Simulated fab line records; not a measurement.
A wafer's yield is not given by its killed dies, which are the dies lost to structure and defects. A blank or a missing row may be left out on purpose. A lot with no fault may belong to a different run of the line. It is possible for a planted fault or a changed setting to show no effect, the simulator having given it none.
Matching of chambers    flow n5 finfet    N5_BEOL_M11_CURE_71 on uv cure-03 has 3 sister chambers
The step cures SiCOH lowk, time 240 s. 3 wafers are shown with their chamber, then 7 later ones without.

## WAFERS WITH THEIR CHAMBER
wafer   chamber  wafer_temp_C_max
L083.6  1        386.6
L085.6  2        387.9
L088.4  0        387.4

## WAFERS WITHOUT THEIR CHAMBER
wafer   wafer_temp_C_max
L088.5  388.5
L095.1  388.0
L095.3  387.5
L095.6  387.5
L097.1  387.9
L097.3  387.3
L097.6  387.2

## EACH ONE'S CHAMBER
wafer   from the rows above           in truth
L088.5  can't be placed: 2 or 0       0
L095.1  can't be placed: 2 or 0       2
L095.3  can't be placed: 0 or 2       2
L095.6  can't be placed: 0 or 2       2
L097.1  can't be placed: 2 or 0       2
L097.3  can't be placed: 0 or 2       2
L097.6  can't be placed: 0 or 1 or 2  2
Placed correctly: 0 of 7. Cannot be placed on the basis of these rows: 7; the candidates contain the true chamber in 7. Wrongly placed: 0.
How it was worked out, from the rows above alone: a wafer's distance from a chamber is the root of the sum, over the readings, of the square of ((its reading less the chamber's mean) divided by the reading's scatter). The wafer belongs to the nearest chamber; if the next one is less than 2 further off, it can't be placed. A chamber's mean is the mean of its shown wafers. The scatter (one wafer shown for each chamber): square how far every hidden wafer sits from the nearest shown wafer, average those squares and take the square root.
